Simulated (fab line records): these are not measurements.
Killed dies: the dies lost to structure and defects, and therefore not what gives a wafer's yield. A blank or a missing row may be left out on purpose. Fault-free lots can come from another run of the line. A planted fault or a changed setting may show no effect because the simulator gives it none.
Problem report in the 8D (eight disciplines) form, filled by code    flow nand harc    the parts of the form that need people (team, actions taken, sign-off) are left out

== 1. WHAT WENT WRONG ==
Mean of thk nm at NHARC_P_BONDPAD_THK_MEAS_20: 112.3 nm across 3 wafers in 3 lots; on wafers with no fault it is 160.4 nm (standard deviation 1.7). Relative to the usual mean, that is a shift of -28 standard deviations.
The step: measures by xrf.
First observed at day 12 20:17: wafer L136.3, on film metro-02. Wafers with a number at this step in the record: 44, from 15 lots. Rule for "out", or "out of limits": more than 4 standard deviations from the usual mean. The rest of the wafers with a number are treated as sound.

== 2. WHAT IT IS, WHAT IT ISN'T ==
question                     is                            is not
which readings at this step  thk nm                        -
which lots                   L136, L137, L140              L121, L122, L123, L124, L125, L126, L131, L132, L133, L134, L135, L144
which wafers of those lots   L136.3, L137.4, L140.4        L136.1, L136.5, L137.1, L137.5, L140.1
read on which gauges         film metro-01, film metro-02  -
when                         from day 12 20:17             up to then (35 sound wafers); but 6 sound wafers of L137, L140, L144 came after

== 3. SUSPECTS, AND WHAT RULES EACH OUT ==
Counting: if a tool at a process step up to the reading ran every lot that is out, it stays a suspect. Sound lots after the first of them don't rule it out here, since some wafers of a struck lot are sound.
- the gauge at NHARC_P_BONDPAD_THK_MEAS_20 is ruled out. Those wafers that are out were read across 2 gauges (film metro-01, film metro-02).
- ecd cu-02 at NHARC_P_BONDPAD_ECD_18 (material Cu, target thk 400 nm): kept. It ran every lot that is out, first L136 (day 12 19:09); its last sound lot up to then is L135 (day 12 16:50).
The count leaves ecd cu-02 at NHARC_P_BONDPAD_ECD_18.

== 4. THE CAUSE (what the simulator had put in) ==
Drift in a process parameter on ecd cu-02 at NHARC_P_BONDPAD_ECD_18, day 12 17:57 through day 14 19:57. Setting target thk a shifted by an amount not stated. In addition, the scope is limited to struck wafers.
After counting, this tool was the only one left.

== 5. SEQUENCE OF EFFECTS, ordered by route ==
Each row: a reading where the mean over the struck wafers with a number is more than 3 standard deviations away from the usual. Scope: only readings with a usual standard deviation given in the record; hours: median across lots of the time from each lot's start at the first step in this table that gives one to its start at this step; sigmas: change in usual standard deviations.
hours  step                         reading  usual     on struck wafers  change  sigmas
0      NHARC_P_BONDPAD_THK_MEAS_20  thk nm   160.4 nm  112.3             -48.1   -28

== 6. WHAT WOULD HAVE CAUGHT IT SOONER ==
In this record the first reading out of limits at a measuring or inspecting step was taken at day 12 20:17, 2 hours after the fault began at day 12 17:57.
L137, L140, from the lots that are out (3), started NHARC_P_BONDPAD_ECD_18 on ecd cu-02 later than day 12 20:17. A hold on the tool at that time would have spared those 2.
